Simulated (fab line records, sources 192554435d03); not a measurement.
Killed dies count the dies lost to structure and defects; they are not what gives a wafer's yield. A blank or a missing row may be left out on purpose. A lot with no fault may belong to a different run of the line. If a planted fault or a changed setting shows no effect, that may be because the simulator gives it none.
Check for tools in common / flow n5 finfet / 8 lots, 24 wafers sampled

## WHAT PROMPTED THE OPENING
Of 8 lots, 2 have the reading RS_SD_N flagged at N5_SD_ACTIVATION_RS_MEAS_03. No-fault wafers: 21.99 ohm/sq, standard deviation 0.26.
Rule: a lot gets a flag if all its wafers with a number sit over 4 standard deviations from that mean, or if no wafer of it has a number. As for the other lots, they are considered sound.

lot=L989; measured=day 3 16:51; on=film metro-01; RS_SD_N (ohm/sq), wafer by wafer=21.68 22.02 21.89; flag=
lot=L994; measured=day 4 21:22; on=film metro-02; RS_SD_N (ohm/sq), wafer by wafer=21.76 22.00 21.64; flag=
lot=L996; measured=day 5 09:37; on=film metro-01; RS_SD_N (ohm/sq), wafer by wafer=21.99 21.40 21.60; flag=
lot=L998; measured=day 6 03:38; on=film metro-02; RS_SD_N (ohm/sq), wafer by wafer=22.15 21.97 21.83; flag=
lot=L104; measured=day 7 11:25; on=film metro-01; RS_SD_N (ohm/sq), wafer by wafer=15.18 15.30 14.98; flag=FLAGGED
lot=L107; measured=day 8 03:43; on=film metro-01; RS_SD_N (ohm/sq), wafer by wafer=15.12 15.32 15.48; flag=FLAGGED
lot=L109; measured=day 8 19:26; on=film metro-01; RS_SD_N (ohm/sq), wafer by wafer=21.88 21.69 22.10; flag=
lot=L111; measured=day 9 04:22; on=film metro-02; RS_SD_N (ohm/sq), wafer by wafer=22.38 21.82 21.95; flag=
On average the flagged lots' numbers are 15.23 ohm/sq, which is -6.76 ohm/sq against the usual, or -26 standard deviations.

## TOOL THAT RAN EACH LOT
2 process steps preceding the reading are held in the record, out of 1938 steps in the route. Every cell lists first the tool, next ch and the chambers used by the sampled wafers, and last the start.
lot=L989; flag=; N5_SD_EPI_N_ETCH_35=rie diel-02 ch 0,1, day 3 06:49; N5_SD_ACTIVATION_LSA_01=laser anneal-02 ch 0, day 3 16:39
lot=L994; flag=; N5_SD_EPI_N_ETCH_35=rie diel-01 ch 0,1,2, day 4 12:46; N5_SD_ACTIVATION_LSA_01=laser anneal-01 ch 0, day 4 21:10
lot=L996; flag=; N5_SD_EPI_N_ETCH_35=rie diel-01 ch 0,1, day 5 00:54; N5_SD_ACTIVATION_LSA_01=laser anneal-01 ch 0, day 5 09:26
lot=L998; flag=; N5_SD_EPI_N_ETCH_35=rie diel-01 ch 0,2, day 5 18:19; N5_SD_ACTIVATION_LSA_01=laser anneal-01 ch 0, day 6 03:25
lot=L104; flag=FLAGGED; N5_SD_EPI_N_ETCH_35=rie diel-04 ch 0,3, day 7 02:40; N5_SD_ACTIVATION_LSA_01=laser anneal-01 ch 0, day 7 11:13
lot=L107; flag=FLAGGED; N5_SD_EPI_N_ETCH_35=rie diel-01 ch 0,2,3, day 7 18:47; N5_SD_ACTIVATION_LSA_01=laser anneal-01 ch 0, day 8 03:31
lot=L109; flag=; N5_SD_EPI_N_ETCH_35=rie diel-01 ch 0,2,3, day 8 10:41; N5_SD_ACTIVATION_LSA_01=laser anneal-02 ch 0, day 8 19:14
lot=L111; flag=; N5_SD_EPI_N_ETCH_35=rie diel-01 ch 0,2,3, day 8 18:02; N5_SD_ACTIVATION_LSA_01=laser anneal-02 ch 0, day 9 04:10
What is done by these steps:
- N5_SD_EPI_N_ETCH_35: etches SOC in N2/H2, overetch 108 nm, time 486 s.
- N5_SD_ACTIVATION_LSA_01: time 0.0008 s.
- N5_SD_ACTIVATION_RS_MEAS_03: measures by four-point-probe.

## FLAGGED AGAINST TOTAL, ONE TOOL AT A TIME (gauges that did the reading follow at the end)
step=N5_SD_EPI_N_ETCH_35; tool=rie diel-01; lots run=6; flagged=1; share of the flagged lots=some; sound lots run after its first flagged lot=2 (L109,L111)
step=N5_SD_EPI_N_ETCH_35; tool=rie diel-02; lots run=1; flagged=0; share of the flagged lots=none; sound lots run after its first flagged lot=-
step=N5_SD_EPI_N_ETCH_35; tool=rie diel-04; lots run=1; flagged=1; share of the flagged lots=some; sound lots run after its first flagged lot=0
step=N5_SD_ACTIVATION_LSA_01; tool=laser anneal-01; lots run=5; flagged=2; share of the flagged lots=all; sound lots run after its first flagged lot=0
step=N5_SD_ACTIVATION_LSA_01; tool=laser anneal-02; lots run=3; flagged=0; share of the flagged lots=none; sound lots run after its first flagged lot=-
step=N5_SD_ACTIVATION_RS_MEAS_03; tool=film metro-01; lots run=5; flagged=2; share of the flagged lots=all; sound lots run after its first flagged lot=1 (L109)
step=N5_SD_ACTIVATION_RS_MEAS_03; tool=film metro-02; lots run=3; flagged=0; share of the flagged lots=none; sound lots run after its first flagged lot=-

## WHAT IS ALLOWED BY THE TABLE
Table rows that saw every flagged lot: 2, namely laser anneal-01 at N5_SD_ACTIVATION_LSA_01 and film metro-01 at N5_SD_ACTIVATION_RS_MEAS_03.
- laser anneal-01 at N5_SD_ACTIVATION_LSA_01 ran 5 lots, 2 of them flagged. A fault beginning between L998 (day 6 03:25), its last sound lot, and L104 (day 7 11:13), its first flagged one, fits the data. Its own readings (wafer_temp_C_max) fall more than 4 standard deviations out on all wafers of the flagged lots.
- film metro-01 at N5_SD_ACTIVATION_RS_MEAS_03 ran 5 lots, 2 of them flagged. After the first flagged lot (L109), sound lots still ran on it; a lasting fault on the whole tool would not permit that.
One tool is left: laser anneal-01 at N5_SD_ACTIVATION_LSA_01.

## WHAT HAD BEEN PUT IN BY THE SIMULATOR
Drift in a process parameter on laser anneal-01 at N5_SD_ACTIVATION_LSA_01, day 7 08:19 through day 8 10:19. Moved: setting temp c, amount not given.
Struck lots among those shown: L104, L107. The rule above found the same.
